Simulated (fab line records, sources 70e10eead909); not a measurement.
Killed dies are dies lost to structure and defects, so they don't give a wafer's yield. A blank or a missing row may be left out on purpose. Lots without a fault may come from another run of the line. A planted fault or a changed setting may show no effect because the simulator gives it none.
Chamber matching | flow nand_harc | NHARC_A_CHANNEL_HOLE_D1_STRIP_27 on rie_diel-10: 4 sister chambers
The step strips in O2. 4 wafers are shown with their chamber, then 9 later ones without.

WAFERS WITH THEIR CHAMBER
wafer  | chamber | showerhead_plenum_p_Torr (Torr)
L811.5 | 1       | 3.43
L818.3 | 3       | 3.33
L819.3 | 0       | 3.40
L819.6 | 2       | 3.36

WAFERS WITHOUT THEIR CHAMBER
wafer  | showerhead_plenum_p_Torr (Torr)
L820.1 | 3.42
L820.3 | 3.36
L820.4 | 3.33
L822.3 | 3.42
L822.5 | 3.40
L822.6 | 3.42
L821.2 | 3.35
L821.3 | 3.42
L821.5 | 3.36

WHICH CHAMBER EACH WENT THROUGH
wafer  | from the rows above     | in truth
L820.1 | can't be placed: 1 or 0 | 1
L820.3 | 2                       | 2
L820.4 | 3                       | 3
L822.3 | can't be placed: 1 or 0 | 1
L822.5 | 0                       | 0
L822.6 | can't be placed: 1 or 0 | 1
L821.2 | can't be placed: 2 or 3 | 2
L821.3 | can't be placed: 1 or 0 | 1
L821.5 | 2                       | 2
Placed correctly: 4 of 9. Can't be placed from these rows: 5 (the true chamber is among the candidates in 5). Placed wrongly: 0.
How it was worked out, from the rows above alone: a wafer's distance from a chamber is the root of the sum, over the readings, of the square of ((its reading less the chamber's mean) divided by the reading's scatter). The wafer belongs to the nearest chamber; if the next one is less than 2 further off, it can't be placed. A chamber's mean is the mean of its shown wafers. The scatter: with one shown wafer a chamber, the root of the mean of the squares of how far each hidden wafer lies from its nearest shown one.
